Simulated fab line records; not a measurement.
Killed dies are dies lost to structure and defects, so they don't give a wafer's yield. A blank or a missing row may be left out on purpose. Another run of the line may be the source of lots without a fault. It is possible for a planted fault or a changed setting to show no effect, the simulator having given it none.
Split-lot study    flow n5-finfet    21 wafers read across 7 lots, on a route 1938 steps long

## THE SPLIT ITSELF
At N5_BEOL_M5_COAT_66 (time 60 s, resist thk 12 nm), the setting spin-rpm was moved away from the recipe's 1500 rpm on 6 of the 21 wafers read, by -9.0% to +5.9%. This setting was run at the recipe's value on the other wafers.

## FROM THE SPLIT TO THE READING: what the file shows between them, 4 steps
- N5_BEOL_M5_COAT_74: time 60 s, resist thk 5 nm
- N5_BEOL_M5_COAT_22: resist thk 30 nm
- N5_BEOL_M5_DESCUM_33: chemistry O2, time 7 s
- N5_BEOL_M5_ETCH_75: etches underlayer in N2/H2, target depth 6.5 nm, time 5.2 s

## THE READING
etch.depth-nm (the simulator's own value, which no gauge read), in nm, at N5_BEOL_M5_ETCH_67 (etches SiARC in CF4, target depth 15.6 nm, time 26 s). There is no usual value for it anywhere in the file. Here, 15 wafers ran the recipe; their average is 12.00 nm with a standard deviation of 0.026 nm.

wafer   tool, chamber at the split  spin-rpm as run, rpm  against the recipe  etch.depth-nm, nm  against lot-mates on the recipe
L077.1  litho-track-04, 0           1500                  recipe              11.98              -
L077.2  litho-track-04, 0           1500                  recipe              11.97              -
L077.3  litho-track-04, 0           1500                  recipe              11.99              -
L082.2  litho-track-05, 0           1500                  recipe              11.99              -
L082.3  litho-track-05, 0           1589                  +5.9%               11.7               -0.29
L082.6  litho-track-05, 0           1589                  +5.9%               11.64              -0.35
L084.3  litho-track-02, 0           1500                  recipe              11.98              -
L084.5  litho-track-02, 0           1500                  recipe              12.01              -
L084.6  litho-track-02, 0           1500                  recipe              11.99              -
L085.1  litho-track-05, 0           1365                  -9.0%               12.64              +0.63
L085.5  litho-track-05, 0           1365                  -9.0%               12.64              +0.63
L085.6  litho-track-05, 0           1500                  recipe              12.01              -
L087.2  litho-track-02, 0           1412                  -5.9%               12.34              +0.32
L087.3  litho-track-02, 0           1500                  recipe              12.02              -
L087.6  litho-track-02, 0           1500                  recipe              12.02              -
L089.2  litho-track-02, 0           1500                  recipe              12.02              -
L089.5  litho-track-02, 0           1500                  recipe              12.05              -
L089.6  litho-track-02, 0           1500                  recipe              12.04              -
L093.2  litho-track-02, 0           1371                  -8.6%               12.52              +0.55
L093.3  litho-track-02, 0           1500                  recipe              11.95              -
L093.6  litho-track-02, 0           1500                  recipe              11.99              -

FIT RESULTS
A straight line over all 21 wafers: etch.depth-nm changes by -0.0638 nm for each +1% of spin-rpm; r = -0.99; the points scatter about the line by 0.037 nm.
The same after taking each lot's own level away (the mean of its wafers on the recipe; 21 wafers): -0.0633 nm for each +1%; r = -0.99; scatter 0.031 nm.
On that fit, the largest move of spin-rpm shifts the reading by 0.57 nm.
Across the lots, their own levels run from 11.970 to 12.037 nm, a range of 2.6 times the standard deviation given above.
Consequently the slope shifts little with the lot-to-lot level, the two slopes agreeing.
Check: +0.561 nm against its lot-mates is what the line predicts for one of the wafers moved furthest among these (-9.0%) when that wafer is left out of the fit. Against them it came out at +0.63 nm.

## THE WHOLE CHAIN: every reading that the file lists as answering this split, in the file's order
step                what it does                                          reading                                                                           change (the file's fit)                 r (the file's)
N5_BEOL_M5_COAT_66  time 60 s, resist thk 12 nm                           SiARC_of_BEOL_M5_COAT_66.thk-nm (the simulator's own value, which no gauge read)  -0.0654 nm for each +1% of the setting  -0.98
N5_BEOL_M5_ETCH_67  etches SiARC in CF4, target depth 15.6 nm, time 26 s  etch.depth-nm (the simulator's own value, which no gauge read)                    -0.0632 nm for each +1% of the setting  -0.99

## FILE'S OWN FIT
etch.depth-nm changes by -0.0632 nm for each +1% of spin-rpm, r = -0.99.
